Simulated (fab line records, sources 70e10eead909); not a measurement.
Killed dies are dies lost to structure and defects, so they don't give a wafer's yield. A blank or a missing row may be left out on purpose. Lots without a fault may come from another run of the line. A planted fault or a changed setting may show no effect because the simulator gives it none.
Which tool did it? | flow nand_harc | 6 lots, 18 wafers sampled, at 5 steps of a route of 1302

WHAT THE GAUGES READ, wafer by wafer
NHARC_END_SORT_01.
lot  | measured     | on        | defect_limited_yield (%)
L807 | day 25 10:56 | prober-01 | 88.2 88.3 87.7
L808 | day 25 23:05 | prober-01 | 92.9 92.6 91.9
L811 | day 27 13:49 | prober-02 | 91.0 92.9 91.3
L820 | day 31 23:22 | prober-01 | 89.2 88.8 87.3
L824 | day 33 08:45 | prober-02 | 88.6 88.8 87.7
L827 | day 34 04:51 | prober-02 | 94.1 93.1 93.2

WHICH TOOL RAN EACH LOT (tool, then ch and the chambers of the sampled wafers, then the start)
lot  | NHARC_THIN_TSV_STRIP_45              | NHARC_THIN_TSV_ETCH_36            | NHARC_THIN_TSV_STRIP_56              | NHARC_THIN_TSV_ANNEAL_58
L807 | plasma_asher-01 ch 0,1, day 24 19:36 | rie_metal-03 ch 0,1, day 25 00:47 | plasma_asher-02 ch 0,1, day 25 00:58 | furnace-03 ch 0, day 25 04:49
L808 | plasma_asher-01 ch 0,1, day 25 08:10 | rie_metal-03 ch 0,1, day 25 13:40 | plasma_asher-02 ch 0, day 25 13:49   | furnace-01 ch 0, day 25 17:46
L811 | plasma_asher-02 ch 0,1, day 26 23:15 | rie_metal-01 ch 1, day 27 04:30   | plasma_asher-01 ch 0,1, day 27 04:36 | furnace-03 ch 0, day 27 08:32
L820 | plasma_asher-01 ch 0,1, day 31 09:28 | rie_metal-02 ch 0,1, day 31 14:54 | plasma_asher-01 ch 0,1, day 31 14:59 | furnace-01 ch 0, day 31 18:52
L824 | plasma_asher-01 ch 0,1, day 32 15:33 | rie_metal-01 ch 0,1, day 32 21:25 | plasma_asher-01 ch 0,1, day 32 21:31 | furnace-07 ch 0, day 33 04:15
L827 | plasma_asher-01 ch 0,1, day 33 13:40 | rie_metal-03 ch 0, day 33 19:29   | plasma_asher-01 ch 0,1, day 33 19:34 | furnace-03 ch 0, day 33 23:31
- NHARC_THIN_TSV_STRIP_45: strips in O2.
- NHARC_THIN_TSV_ETCH_36: etches the open film in Cl2/BCl3, target depth 65 nm, time 18.571 s.
- NHARC_THIN_TSV_STRIP_56: strips in O2.
- NHARC_THIN_TSV_ANNEAL_58: time 1800 s.

THE ANSWER, worked out from the rows above alone
Rule: what is usual is taken from the lots themselves. Put in order of their means at a reading, lots are off if they are a third of the lots or fewer, leave a main group of 4 or more, and stand apart from it by a gap of 3 or more times the standard deviation of the main group's means; of several such gaps the widest counts. A main group whose means are all the same, to the digits that the tables above print for the reading, isn't used. A lot without any number at a reading at which 4 lots or more have one is off too. The other lots that the step has rows for count as sound.
No lot is off at any reading shown: from this, nothing can be told.

WHAT THE SIMULATOR HAD PUT IN
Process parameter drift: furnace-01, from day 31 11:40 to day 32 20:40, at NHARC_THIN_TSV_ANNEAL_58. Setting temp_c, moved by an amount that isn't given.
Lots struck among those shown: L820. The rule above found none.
